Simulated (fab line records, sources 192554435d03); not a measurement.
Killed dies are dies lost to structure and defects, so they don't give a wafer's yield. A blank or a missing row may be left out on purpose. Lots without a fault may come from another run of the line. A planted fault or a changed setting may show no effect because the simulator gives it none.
A struck lot beside a sound one | flow n5_finfet | 16 steps out of a route of 1938
Sound: wafers L961.2, L961.4, L961.6. Struck: wafers L959.2, L959.6. (L959.5 of the same lot was not struck and is left out.) The cause comes at the end.
At each step with rows: each side's tool, then ch and its chambers, then its first start. Under that, the readings that differ: sound wafers | struck wafers | difference of the means | sigmas: that difference in standard deviations of wafers without a fault.
alike: readings whose means differ by less than 2 such deviations, and words and numbers that are the same on both sides. not compared: withheld readings, readings that some wafer has no value for, bounds like >300 that may hide the same value, and numbers for which the record gives no deviation and whose values overlap.
The two part at a step that has a row with sigmas, a row that says differs or no value, or rows on one side only. Numbers that don't overlap but have no deviation are shown without sigmas and don't part them. A reading that every wafer of one side lacks parts them only if that side has two wafers or more.

first, 1 step without rows for these wafers: N5_BEOL_M4_SPUTTER_92 (material Cu, target thk 4.5 nm, time 8.29 s).
N5_BEOL_M4_ANNEAL_93: time 240 s.
  sound on pvd_sputter-03, day 11 12:35; struck on pvd_sputter-02, day 10 20:28
  reading              | sound             | struck      | difference | sigmas
  susceptor_temp_C_max | 401.4 401.4 401.4 | 400.5 400.5 | -0.9       | -2
  alike: heater_power_w
N5_BEOL_M4_SPUTTER_94: material Cu, target thk 4.5 nm, time 8.29 s.
  sound on pvd_sputter-03, day 11 12:43; struck on pvd_sputter-02, day 10 20:37
  alike: throttle_valve_pct
N5_BEOL_M4_ANNEAL_95: time 240 s.
  sound on pvd_sputter-03, day 11 12:48; struck on pvd_sputter-02, day 10 20:41
  alike: heater_power_w, susceptor_temp_C_max
then, 2 steps without rows for these wafers: N5_BEOL_M4_SPUTTER_96 (material Cu, target thk 4.5 nm, time 8.29 s); N5_BEOL_M4_ECD_50 (material Cu, target thk 300 nm).
N5_BEOL_M4_ANNEAL_51: time 90 s.
  sound on rtp_anneal-02 ch 0, day 11 13:11; struck on rtp_anneal-02 ch 0, day 10 21:10
  alike: anneal_temp_c, wafer_temp_C_max
N5_BEOL_M4_CMP_52: polishes, stops on SiOC, t overpolish 6.8 s, target thk 40 nm.
  sound on cmp-02 ch 1,2,3, day 11 13:26; struck on cmp-04 ch 0,3, day 10 21:32
  alike: barrier_field_endpoint_s, motor_current_A, overpolish_run_s, slurry_flow_ml_min, time_to_endpoint_s
N5_BEOL_M4_THK_MEAS_53: measures by xrf.
  sound on film_metro-01, day 11 13:44; struck on film_metro-01, day 10 21:43
  alike: M4_THK
then, 3 steps without rows for these wafers: N5_BEOL_M4_PRE_CLEAN_60 (time 15 s); N5_BEOL_M4_CO_CAP_55 (material Co, precursor CCTBA/H2, target thk 2 nm, time 102.1 s); N5_BEOL_M4_PRE_CLEAN_56 (time 15 s).
N5_BEOL_M4_DEP_57: deposits SiCN from 3MS/NH3, target thk 8 nm, time 14 s.
  sound on pecvd-03 ch 0,1, day 11 13:55; struck on pecvd-02 ch 0, day 10 21:55
  reading                                  | sound   | struck  | difference | sigmas
  model.SiCN_of_BEOL_M4_DEP_57.thk_nm (nm) | 7.8 8 8 | 8.4 8.6 | +0.6       |
  alike: showerhead_plenum_p_Torr, throttle_valve_pct
N5_BEOL_M4_RS_MEAS_58: measures by four-point-probe.
  sound on film_metro-02, day 11 13:59; struck on film_metro-01, day 10 21:59
  alike: M4_RS
N5_BEOL_M4_RC_MEAS_101:
  sound on prober-02 ch 0, day 11 14:12; struck on prober-01 ch 0, day 10 22:11
  alike: DIBL_N, DIBL_P, IOFF_N, IOFF_P, ION_N, ION_P, SS_N, SS_P, VT_N, VT_P
-- the record jumps here: 4 days lie between the struck wafers' starts before and after (it left off in module BEOL_M4 and takes up again in module PASSIVATION, whose first step shown is number 1936 of the route) --
N5_PASSIVATION_PROBE_49:
  sound on prober-02, day 15 23:16; struck on prober-02, day 15 08:53
  alike: defect_limited_yield, killed_at_M0_to_M3, killed_at_M4_up, killed_at_contacts, killed_at_front_end, killed_at_other, killed_dies, killed_open, killed_short, sort_bin_4_leakage, sort_bin_5_function, sort_bin_6_memory, sort_bin_8_speed, sort_n_pass, sort_yield_pct

WHERE THEY PART
Only at N5_BEOL_M4_ANNEAL_93, within this record. Later steps at which nothing parts them and some readings are alike: N5_BEOL_M4_SPUTTER_94, N5_BEOL_M4_ANNEAL_95, N5_BEOL_M4_ANNEAL_51, N5_BEOL_M4_CMP_52, N5_BEOL_M4_THK_MEAS_53, N5_BEOL_M4_DEP_57, N5_BEOL_M4_RS_MEAS_58, N5_BEOL_M4_RC_MEAS_101, N5_PASSIVATION_PROBE_49.

WHY: what the simulator had put in
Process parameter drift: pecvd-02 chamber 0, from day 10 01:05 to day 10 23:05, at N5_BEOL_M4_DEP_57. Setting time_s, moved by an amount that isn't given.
